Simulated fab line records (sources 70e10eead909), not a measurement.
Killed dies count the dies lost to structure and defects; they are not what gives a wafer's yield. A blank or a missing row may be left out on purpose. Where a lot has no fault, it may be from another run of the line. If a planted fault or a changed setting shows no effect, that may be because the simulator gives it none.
Matching of chambers    flow nandHarc    NHARC_A_STAIRCASE_DEP_301 on pecvd-01 has 3 sister chambers
The step deposits SiON, target thk 30 nm. 18 wafers are shown with their chamber, then 9 later ones without.

## WAFERS PAIRED WITH THEIR CHAMBERS
wafer   chamber  heaterPowerW (W)  chamberPressureTorr (Torr)
L074.1  2        653               3.488
L074.2  0        669               3.511
L074.6  1        757               3.492
L077.2  0        652               3.503
L077.4  2        648               3.513
L077.6  1        776               3.496
L082.1  2        552               3.508
L082.3  0        666               3.495
L082.5  1        675               3.494
L085.3  0        632               3.497
L085.5  1        803               3.505
L085.6  0        637               3.500
L087.1  1        827               3.504
L087.5  2        585               3.508
L087.6  0        664               3.479
L088.4  1        785               3.509
L088.5  0        715               3.501
L088.6  2        598               3.482

SIGNATURES (means of the wafers above)
reading              chamber 0  chamber 1  chamber 2  scatter within a chamber
heaterPowerW         662.14     770.50     607.20     41.4
chamberPressureTorr  3.49800    3.50000    3.49980    0.0103
Rule: distance of a wafer from a chamber = root of the sum over the readings of ((wafer's reading minus chamber's mean) / reading's scatter) squared. If the next closest chamber is less than 2 further off than the closest, the wafer can't be placed; otherwise it belongs to the closest. The scatter: take each reading less its chamber's mean, square it, sum over the shown wafers, divide by the number of wafers less the number of chambers, and take the root.

## WAFERS WITH NO CHAMBER GIVEN
wafer   heaterPowerW (W)  chamberPressureTorr (Torr)
L091.2  740               3.495
L091.3  786               3.507
L091.6  728               3.491
L095.1  646               3.510
L095.4  805               3.497
L095.5  692               3.513
L097.2  675               3.507
L097.4  683               3.519
L097.5  743               3.510

## THE CHAMBER EACH PASSED THROUGH
wafer   from the rows above           in truth
L091.2  can't be placed: 1 or 0       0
L091.3  1                             1
L091.6  can't be placed: 1 or 0 or 2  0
L095.1  can't be placed: 0 or 2 or 1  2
L095.4  1                             1
L095.5  can't be placed: 0 or 1 or 2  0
L097.2  can't be placed: 0 or 2 or 1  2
L097.4  can't be placed: 0 or 2 or 1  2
L097.5  can't be placed: 1 or 0       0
Correct placement for 2 of the 9. From these rows, 7 cannot be placed; in 7 the true chamber is one of the candidates. Number placed wrongly: 0.
